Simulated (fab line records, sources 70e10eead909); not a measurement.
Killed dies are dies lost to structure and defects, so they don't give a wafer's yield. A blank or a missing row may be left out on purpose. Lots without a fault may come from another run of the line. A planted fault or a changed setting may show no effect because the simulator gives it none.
fab line records | flow nand_harc
record lots=7 wafers=21 last_day=24
route steps=1159 shown A_WL_FILL@811
lots that met no fault: from a run of the same line without faults
start_h: hours from the record's first day to the start of the lot's first wafer shown | wait_h: hours since the lot's step before | " the same as in the row above | L1.1+2: a row that stands for several wafers | - no value, or no start given | * or withheld: withheld | < > ~ a bound
route shown NAME@n: a module of which the file shows steps, and the number in the route of the first | usual: mean/standard deviation of fault-free wafers | same: alike in all rows | chamber/n: place in a boat | sites: the reading at each site | _std_site: their standard deviation | _edge_site: outer sites' mean less inner sites' | radius_mm: how far each site lies from the wafer's centre | mask NAME#n: copy n | behind: the tool/chamber that last shaped the wafer | hold: why the lot was held/for how many hours/how that ended | device: the transistor (n, p or np) that didn't switch | end of line: the same wafers' tests at the end of the route | a step without rows: its recipe alone | killed: dies lost to structure and defects at the first sort, not the wafer's yield | map: a wafer's dies, x killed, . not, _ none there
set.NAME: the setting as run; set.NAME@STEP: as run at that earlier step | model.NAME: the simulator's own value behind a step, which no gauge read
lots at some steps of the route; a table a step, a row a wafer
services: from which hour (start_h, from the record's first day; less than 0 if before it) a tool's chamber was out of use, for how many hours, and why
## steps
# step NHARC_A_WL_FILL_ALD_02
# recipe target_thk_a=20 pulse_time_s=3 ald_cycles=100 temp_c=450 material=TiN
# usual heater_power_w=1049/86 precursor_pulse_height_rel=1.002/0.02
# same ald_cycles=100
# columns lot.wafer tool chamber start_h wait_h heater_power_w precursor_pulse_height_rel since_wet_clean_h
L538.4 ald_metal-03 3 342.33 0.1 1033 0.993 10
L538.3 " 1 " " 1001 0.991 10
L538.5 " 3 " " 1004 0.989 -
L544.3 ald_metal-02 1 381.53 0.1 905 0.984 8
L544.4 " 0 " " 1139 0.984 8
L544.6 " 1 " " 930 0.998 -
L546.2 ald_metal-03 2 393.65 0.2 1077 0.976 62
L546.5 " 2 " " 1067 0.993 -
L546.6 " 3 " " 1039 1.039 -
L547.4 ald_metal-02 3 404.22 0.2 916 1.005 30
L547.6 " 1 " " 963 0.985 -
L547.5 " 2 " " 1136 1.005 -
L556.3 ald_metal-03 0 448.42 0.2 984 1.017 116
L556.4 " 1 " " 982 0.968 117
L556.5 " 0 " " 984 0.993 -
L559.3 ald_metal-02 3 463.61 0.1 937 0.967 90
L559.1 " 2 " " 1143 0.982 90
L559.5 " 3 " " 916 0.976 -
L558.1 ald_metal-03 0 464.65 0.2 1001 1.004 133
L558.4 " 3 " " 1041 0.985 133
L558.5 " 0 " " 989 0.966 -
# step NHARC_A_WL_FILL_CVD_03
# recipe target_thk_a=400 temp_c=300 pressure_torr=40 wf6_flow_sccm=40 h2_flow_sccm=1600 ar_flow_sccm=1560 time_s=3302 material=W
# usual heater_power_w=505/43 throttle_valve_pct=8.19/0.25
# columns lot.wafer tool chamber start_h wait_h heater_power_w since_wet_clean_h throttle_valve_pct
L538.3 cvd_w-02 0 344.36 1.7 462 - 8.54
L538.4 " 1 " " 490 - 8.64
L538.5 " 1 " " 497 - 8.54
L544.3 cvd_w-01 0 385.54 3.6 556 - 7.89
L544.4 " 1 " " 521 - 7.97
L544.6 " 0 " " 552 - 8.11
L546.2 cvd_w-02 0 394.56 0.5 442 4 8.19
L546.5 " 1 395.99 2.0 489 - 8.09
L546.6 " 0 " " 434 - 8.20
L547.4 cvd_w-02 0 406.00 1.5 442 - 8.13
L547.6 " 1 " " 485 - 8.47
L547.5 " 0 " " 434 - 8.24
L556.3 cvd_w-02 1 449.76 1.0 492 - 8.31
L556.4 " 0 " " 434 - 8.17
L556.5 " 0 " " 447 - 8.24
L559.1 cvd_w-01 1 464.53 0.5 524 157 7.91
L559.3 " 0 " " 546 - 8.07
L559.5 " 0 " " 560 - 8.13
L558.1 cvd_w-02 0 466.98 2.0 445 76 8.25
L558.4 " 0 " " 436 - 8.48
L558.5 " 0 " " 441 - 8.47
# step NHARC_A_WL_FILL_ETCHBACK_04
# recipe target_depth_a=600 time_s=120 chemistry=NF3
# step NHARC_A_WL_FILL_ETCHBACK_05
# recipe target_depth_a=220 time_s=60 temp_c=40 chemistry=Cl2/BCl3
# usual drypump_motor_current_A=5.6/0.45 oes_product_au=1.001/0.0083 run_length_s=81.4/0.41
# columns lot.wafer tool chamber start_h wait_h drypump_motor_current_A oes_product_au rf_hours_counter_h run_length_s
L538.3 rie_metal-02 0 347.01 0.2 5.5 1.016 - 82.1
L538.4 " 1 " " 6.0 0.998 - 81.4
L538.5 " 1 " " 5.9 1.006 - 81.9
L544.3 rie_metal-01 1 388.19 0.2 6.2 0.995 - 81.5
L544.4 " 0 " " 5.2 0.996 - 81.2
L544.6 " 0 " " 5.2 1.010 - 81.4
L546.2 rie_metal-01 0 397.89 0.3 5.3 1.010 - 81.5
L546.5 " 0 " " 5.2 1.001 - 81.2
L546.6 " 0 " " 5.2 1.004 - 81.6
L547.4 rie_metal-01 0 408.42 0.2 5.2 0.990 - 81.4
L547.5 " 0 " " 5.2 1.009 - 81.4
L547.6 " 0 " " 5.3 1.008 - 81.2
L556.4 rie_metal-03 0 452.40 0.2 5.0 1.002 - 81.3
L556.3 " 1 " " 6.2 1.001 - 80.7
L556.5 " 1 " " 6.2 0.996 - 80.8
L559.1 rie_metal-03 0 467.64 0.2 5.0 1.003 0.2 81.0
L559.3 " 0 " " 5.0 1.006 - 81.5
L559.5 " 0 " " 5.1 1.005 - 81.6
L558.1 rie_metal-01 0 470.05 0.2 5.3 1.011 5.4 81.0
L558.4 " 1 " " 6.2 1.002 - 80.8
L558.5 " 1 " " 6.2 0.998 - 80.9
# step NHARC_A_WL_FILL_STRIP_27
# recipe power_w=1500 temp_c=250 time_s=20 chemistry=N2/H2
# usual drypump_motor_current_A=5.62/0.28 heater_power_w=348/26
# columns lot.wafer tool chamber start_h wait_h drypump_motor_current_A heater_power_w rf_hours_counter_h
L538.3 plasma_asher-02 0 347.17 0.1 5.24 336 -
L538.4 " 1 " " 5.87 399 -
L538.5 " 0 " " 5.27 341 -
L544.4 plasma_asher-01 0 389.01 0.8 5.96 321 -
L544.3 " 1 " " 5.48 333 -
L544.6 " 0 " " 5.95 315 -
L546.2 plasma_asher-01 0 398.07 0.2 5.93 326 42
L546.6 " 0 " " 5.94 311 -
L546.5 " 1 " " 5.44 338 -
L547.4 plasma_asher-02 0 408.63 0.2 5.28 334 -
L547.6 " 1 " " 5.89 377 -
L547.5 " 0 " " 5.28 341 -
L556.3 plasma_asher-02 0 452.57 0.1 5.28 350 -
L556.4 " 1 " " 5.86 365 -
L556.5 " 0 " " 5.28 340 -
L559.1 plasma_asher-02 0 467.79 0.1 5.24 327 33
L559.3 " 0 " " 5.23 324 -
L559.5 " 0 " " 5.25 343 -
L558.1 plasma_asher-02 1 470.19 0.1 5.87 379 34
L558.4 " 1 " " 5.87 382 -
L558.5 " 0 " " 5.27 342 -
# step NHARC_A_WL_FILL_STRIP_28
# recipe time_s=1200 temp_c=72.5 chemistry=post_etch_residue_remover
# step NHARC_A_WL_FILL_PRECLEAN_06
# recipe time_s=300 chemistry=DIW
# step NHARC_A_WL_FILL_SRD_07
# step NHARC_A_WL_FILL_ANNEAL_08
# recipe temp_c=450 time_s=1800
# step NHARC_A_WL_FILL_ALD_10
# recipe target_thk_a=500 pulse_time_s=10 ald_cycles=500 temp_c=300 material=SiO2
# usual heater_power_w=482/45 precursor_pulse_height_rel=1.000/0.018
# same ald_cycles=500
# columns lot.wafer tool chamber start_h wait_h heater_power_w precursor_pulse_height_rel since_wet_clean_h
L538.4 ald_hk-02 0 355.29 0.0 586 0.983 64
L538.3 " 3 356.82 1.6 441 1.022 65
L538.5 " 1 357.84 2.6 499 1.000 -
L544.3 ald_hk-01 1 394.63 0.1 438 1.009 157
L544.4 " 2 " " 457 0.987 157
L544.6 " 2 397.19 2.6 454 0.985 -
L546.2 ald_hk-03 3 403.80 0.6 484 0.986 72
L546.5 " 2 405.36 2.1 491 0.984 -
L546.6 " 3 " " 483 0.993 -
L547.4 ald_hk-02 3 413.80 0.0 437 0.984 122
L547.6 " 3 415.86 2.1 448 0.990 -
L547.5 " 0 " " 595 1.014 -
L556.4 ald_hk-02 2 458.29 0.6 466 0.994 167
L556.3 " 0 459.33 1.6 599 1.051 168
L556.5 " 2 460.36 2.6 462 1.015 -
L559.3 ald_hk-02 0 473.11 0.6 544 0.995 3
L559.1 " 1 " " 517 0.997 4
L559.5 " 0 475.18 2.6 551 0.999 -
L558.4 ald_hk-03 1 476.08 0.6 428 0.992 144
L558.1 " 2 " " 503 1.006 145
L558.5 " 1 478.09 2.6 437 1.028 -
# step NHARC_A_WL_FILL_ETCHBACK_16
# recipe target_depth_a=880 time_s=17.6 c4f8_flow_sccm=withheld o2_flow_sccm=8 ar_flow_sccm=withheld rf_w=600 bias_w=800 chemistry=C4F8/O2/Ar
# usual oes_product_au=0.97/0.035 rf_vpp_V=725/4.4 run_length_s=38.9/0.4
# columns lot.wafer tool chamber start_h wait_h oes_product_au rf_hours_counter_h rf_vpp_V run_length_s
L538.3 rie_diel-08 0 359.90 - 0.92 1.2 732 38.3
L538.4 " 2 " " 0.92 1.3 723 39.1
L538.5 " 0 " " 0.92 - 730 38.5
L544.4 rie_diel-05 0 399.25 - 0.94 1.9 720 26.6
L544.3 " 2 " " 0.94 1.7 719 27.4
L544.6 " 0 " " 0.95 - 718 26.9
L546.2 rie_diel-05 2 407.94 - 1.02 1.9 720 26.7
L546.5 " 2 " " 1.00 - 718 26.6
L546.6 " 3 " " 1.01 - 728 27.5
L547.4 rie_diel-05 0 418.43 - 1.00 2.8 717 26.5
L547.5 " 0 " " 1.00 - 716 26.5
L547.6 " 1 " " 1.00 - 728 26.2
L556.3 rie_diel-08 3 462.43 - 0.94 3.5 727 38.6
L556.4 " 0 " " 0.92 3.5 730 38.3
L556.5 " 3 " " 0.94 - 728 39.0
L559.3 rie_diel-08 2 477.23 - 0.92 4.0 723 39.1
L559.1 " 0 " " 0.90 3.9 731 38.5
L559.5 " 3 " " 0.92 - 727 38.8
L558.4 rie_diel-05 1 480.14 - 0.99 5.3 726 38.8
L558.1 " 0 " " 0.99 5.4 716 38.9
L558.5 " 2 " " 1.00 - 719 39.5
# step NHARC_A_WL_FILL_STRIP_29
# recipe time_s=20 o2_flow_sccm=500 ar_flow_sccm=0 bias_w=0 chemistry=O2
## services
# columns tool chamber start_h hours kind
ald_metal-03 - 322.00 10.0 pm
ald_hk-03 - 322.88 10.0 pm
rie_metal-01 - 332.00 9.0 pm
rie_diel-05 - 340.60 9.0 pm
ald_metal-02 3 351.52 3.4 repair
rie_diel-05 2 359.40 1.3 repair
plasma_asher-02 - 360.12 9.0 pm
rie_diel-08 0 363.55 4.1 repair
ald_metal-02 - 364.00 10.0 pm
cvd_w-02 - 378.19 13.0 pm
ald_metal-03 - 382.46 2.1 repair
rie_diel-05 2 384.93 1.5 repair
rie_metal-03 - 385.39 0.6 repair
plasma_asher-02 - 386.44 5.3 repair
rie_metal-01 1 390.82 50.1 repair
plasma_asher-02 - 409.45 0.9 repair
plasma_asher-01 - 453.00 9.0 pm
rie_metal-03 - 453.00 9.0 pm
ald_metal-03 - 460.59 0.9 repair
rie_metal-01 - 460.73 0.6 repair
rie_metal-01 - 468.39 0.4 repair
ald_hk-03 - 469.55 0.7 repair
rie_metal-01 1 472.31 5.4 repair
rie_diel-08 - 478.80 9.0 pm
## key
first_sign step=NHARC_A_WL_FILL_ETCHBACK_16 reading=run_length_s direction=down sigmas=31 usual=* struck=*
effect none on later readings
met_at NHARC_A_WL_FILL_ETCHBACK_16
struck_wafers L544.3,L544.4,L544.6,L546.2,L546.5,L546.6,L547.4,L547.5,L547.6
later_rows_left_out L544.3,L544.4,L544.6,L546.2,L546.5,L546.6,L547.4,L547.5,L547.6
sort_left_out L544.3,L544.4,L544.6,L546.2,L546.5,L546.6,L547.4,L547.5,L547.6
tester_left_out L544,L546,L547
fault kind=process_parameter_drift tool=rie_diel-05 chamber=- onset_h=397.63 steps=NHARC_A_WL_FILL_ETCHBACK_16 channel=time_s offset=* shape=step end_h=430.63 acts_in=* stated=*
# tester_left_out: of these lots the tester's yield and bins aren't shown, on N5 and GAA mostly nor the transistor test; their killed dies are dies lost to structure and defects alone, not to doping, threshold or leakage, so they don't give the yield
# sort_left_out: the simulated sort isn't trusted on such a fault, so these wafers' sort isn't shown, and their yield isn't known
# later_rows_left_out: the simulator's readings of these wafers behind a module that went badly wrong aren't trusted and aren't shown, but for the sort
